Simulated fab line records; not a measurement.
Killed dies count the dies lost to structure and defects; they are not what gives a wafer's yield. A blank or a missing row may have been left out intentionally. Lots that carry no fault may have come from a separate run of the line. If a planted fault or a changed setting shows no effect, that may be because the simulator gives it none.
Matching of chambers || flow n5-finfet || N5_BEOL_M1_PRE_CLEAN_60 on cvd-co-01: 3 sister chambers
The step time 15 s. 3 wafers are shown with their chamber, then 12 later ones without.

== WAFERS, EACH WITH ITS CHAMBER ==
{"wafer": "L091.5", "chamber": 1, "heater-power-w (W)": 54}
{"wafer": "L092.3", "chamber": 2, "heater-power-w (W)": 52}
{"wafer": "L092.5", "chamber": 0, "heater-power-w (W)": 85}

== WAFERS WITH NO CHAMBER GIVEN ==
{"wafer": "L093.1", "heater-power-w (W)": 54}
{"wafer": "L093.2", "heater-power-w (W)": 82}
{"wafer": "L093.5", "heater-power-w (W)": 84}
{"wafer": "L095.1", "heater-power-w (W)": 84}
{"wafer": "L095.3", "heater-power-w (W)": 52}
{"wafer": "L095.4", "heater-power-w (W)": 52}
{"wafer": "L096.2", "heater-power-w (W)": 52}
{"wafer": "L096.3", "heater-power-w (W)": 54}
{"wafer": "L096.6", "heater-power-w (W)": 56}
{"wafer": "L097.3", "heater-power-w (W)": 52}
{"wafer": "L097.5", "heater-power-w (W)": 53}
{"wafer": "L097.6", "heater-power-w (W)": 83}

== EACH ONE'S CHAMBER ==
{"wafer": "L093.1", "from the rows above": "can't be placed: 1 or 2", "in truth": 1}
{"wafer": "L093.2", "from the rows above": 0, "in truth": 0}
{"wafer": "L093.5", "from the rows above": 0, "in truth": 0}
{"wafer": "L095.1", "from the rows above": 0, "in truth": 0}
{"wafer": "L095.3", "from the rows above": "can't be placed: 2 or 1", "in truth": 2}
{"wafer": "L095.4", "from the rows above": "can't be placed: 2 or 1", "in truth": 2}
{"wafer": "L096.2", "from the rows above": "can't be placed: 2 or 1", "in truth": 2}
{"wafer": "L096.3", "from the rows above": "can't be placed: 1 or 2", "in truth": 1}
{"wafer": "L096.6", "from the rows above": "can't be placed: 1 or 2", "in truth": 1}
{"wafer": "L097.3", "from the rows above": "can't be placed: 2 or 1", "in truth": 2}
{"wafer": "L097.5", "from the rows above": "can't be placed: 1 or 2", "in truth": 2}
{"wafer": "L097.6", "from the rows above": 0, "in truth": 0}
Correctly placed: 4 of 12. Not placeable from these rows: 8 (in 8, the candidates include the true chamber). Wrongly placed: 0.
How it was worked out, from the rows above alone: a wafer's distance from a chamber is the root of the sum, over the readings, of the square of ((its reading less the chamber's mean) divided by the reading's scatter). The wafer belongs to the nearest chamber; if the next one is less than 2 further off, it can't be placed. A chamber's mean is the mean of its shown wafers. The scatter: root of mean squared gap, hidden wafer to nearest shown wafer, with one shown wafer a chamber.
